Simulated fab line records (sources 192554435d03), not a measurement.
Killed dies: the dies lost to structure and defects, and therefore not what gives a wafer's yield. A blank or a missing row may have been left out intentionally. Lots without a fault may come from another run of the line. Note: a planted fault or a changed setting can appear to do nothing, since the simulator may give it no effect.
Matching of chambers -- flow n5Finfet -- 4 sister chambers for N5_GATE_CUT_STRIP_59 on rieDiel-01
The step strips in N2/H2, time 20 s. 4 wafers are shown with their chamber, then 11 later ones without.

EACH WAFER AND ITS CHAMBER
wafer,chamber,showerheadPlenumPTorr (Torr)
L087.1,1,3.30
L087.4,0,3.34
L088.6,2,3.25
L089.1,3,3.52

WAFERS WITHOUT THEIR CHAMBER
wafer,showerheadPlenumPTorr (Torr)
L089.4,3.25
L089.6,3.34
L090.2,3.25
L090.4,3.30
L090.5,3.30
L094.1,3.52
L094.4,3.30
L094.5,3.24
L095.1,3.24
L095.3,3.33
L095.4,3.52

WHICH CHAMBER EACH WENT THROUGH
wafer,from the rows above,in truth
L089.4,2,2
L089.6,0,0
L090.2,2,2
L090.4,1,1
L090.5,1,1
L094.1,3,3
L094.4,1,1
L094.5,2,2
L095.1,2,2
L095.3,0,0
L095.4,3,3
Correctly placed: 11 of 11. From these rows, 0 cannot be placed. Placed wrongly: 0.
How it was worked out, from the rows above alone: a wafer's distance from a chamber is the root of the sum, over the readings, of the square of ((its reading less the chamber's mean) divided by the reading's scatter). If the next closest chamber is less than 2 further off than the closest, the wafer can't be placed; otherwise it belongs to the closest. Each chamber's mean is taken over the wafers shown for it. The scatter (one wafer shown for each chamber): square how far every hidden wafer sits from the nearest shown wafer, average those squares and take the square root.
